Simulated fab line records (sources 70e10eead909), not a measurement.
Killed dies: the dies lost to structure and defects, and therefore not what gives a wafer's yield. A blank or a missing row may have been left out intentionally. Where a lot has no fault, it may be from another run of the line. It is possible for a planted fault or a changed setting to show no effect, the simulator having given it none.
Matching of chambers | flow nand harc | pecvd-03 running NHARC_A_SLIT_DEP_23: 3 sister chambers
The step deposits SiON, target thk 100 nm. 3 wafers are shown with their chamber, then 10 later ones without.

## WAFERS WITH THEIR CHAMBER
wafer  | chamber | heater power w (W)
L088.1 | 2       | 681
L085.1 | 0       | 606
L085.3 | 1       | 759

## WAFERS WHOSE CHAMBER IS MISSING
wafer  | heater power w (W)
L085.4 | 812
L087.1 | 765
L087.2 | 874
L087.6 | 885
L091.1 | 779
L091.3 | 868
L091.4 | 801
L095.2 | 695
L095.3 | 851
L095.5 | 846

## WHICH CHAMBER EACH WENT THROUGH
wafer  | from the rows above          | in truth
L085.4 | can't be placed: 1 or 2 or 0 | 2
L087.1 | can't be placed: 1 or 2 or 0 | 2
L087.2 | can't be placed: 1 or 2 or 0 | 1
L087.6 | can't be placed: 1 or 2 or 0 | 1
L091.1 | can't be placed: 1 or 2 or 0 | 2
L091.3 | can't be placed: 1 or 2 or 0 | 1
L091.4 | can't be placed: 1 or 2 or 0 | 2
L095.2 | can't be placed: 2 or 1 or 0 | 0
L095.3 | can't be placed: 1 or 2 or 0 | 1
L095.5 | can't be placed: 1 or 2 or 0 | 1
Placed correctly: 0 of 10. Can't be placed from these rows: 10 (the true chamber is among the candidates in 10). 0 placed wrongly.
How it was worked out, from the rows above alone: a wafer's distance from a chamber is the root of the sum, over the readings, of the square of ((its reading less the chamber's mean) divided by the reading's scatter). If the next closest chamber is less than 2 further off than the closest, the wafer can't be placed; otherwise it belongs to the closest. A chamber's mean is the mean of its shown wafers. The scatter: with one shown wafer a chamber, the root of the mean of the squares of how far each hidden wafer lies from its nearest shown one.
